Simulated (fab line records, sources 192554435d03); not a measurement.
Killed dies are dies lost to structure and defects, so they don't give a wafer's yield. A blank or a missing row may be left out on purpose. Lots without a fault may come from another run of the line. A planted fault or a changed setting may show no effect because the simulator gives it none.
Chamber matching | flow n5_finfet | N5_BEOL_M11_CMP_52 on cmp-03: 4 sister chambers
The step polishes, stops on SiCOH lowk, t overpolish 7 s, target thk 140 nm. 4 wafers are shown with their chamber, then 11 later ones without.

WAFERS WITH THEIR CHAMBER
wafer  | chamber | motor_current_A (A)
L086.5 | 0       | 7.1
L086.4 | 2       | 6.1
L086.6 | 1       | 5.1
L089.2 | 3       | 6.3

WAFERS WITHOUT THEIR CHAMBER
wafer  | motor_current_A (A)
L089.4 | 5.0
L089.5 | 5.1
L089.1 | 6.3
L089.3 | 7.1
L089.6 | 6.2
L091.1 | 5.1
L091.4 | 6.1
L091.6 | 6.0
L095.1 | 6.2
L095.4 | 7.5
L095.6 | 6.4

WHICH CHAMBER EACH WENT THROUGH
wafer  | from the rows above     | in truth
L089.4 | 1                       | 1
L089.5 | 1                       | 1
L089.1 | can't be placed: 3 or 2 | 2
L089.3 | 0                       | 0
L089.6 | can't be placed: 3 or 2 | 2
L091.1 | 1                       | 1
L091.4 | can't be placed: 2 or 3 | 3
L091.6 | can't be placed: 2 or 3 | 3
L095.1 | can't be placed: 3 or 2 | 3
L095.4 | 0                       | 0
L095.6 | can't be placed: 3 or 2 | 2
Placed correctly: 5 of 11. Can't be placed from these rows: 6 (the true chamber is among the candidates in 6). Placed wrongly: 0.
How it was worked out, from the rows above alone: a wafer's distance from a chamber is the root of the sum, over the readings, of the square of ((its reading less the chamber's mean) divided by the reading's scatter). The wafer belongs to the nearest chamber; if the next one is less than 2 further off, it can't be placed. A chamber's mean is the mean of its shown wafers. The scatter: with one shown wafer a chamber, the root of the mean of the squares of how far each hidden wafer lies from its nearest shown one.
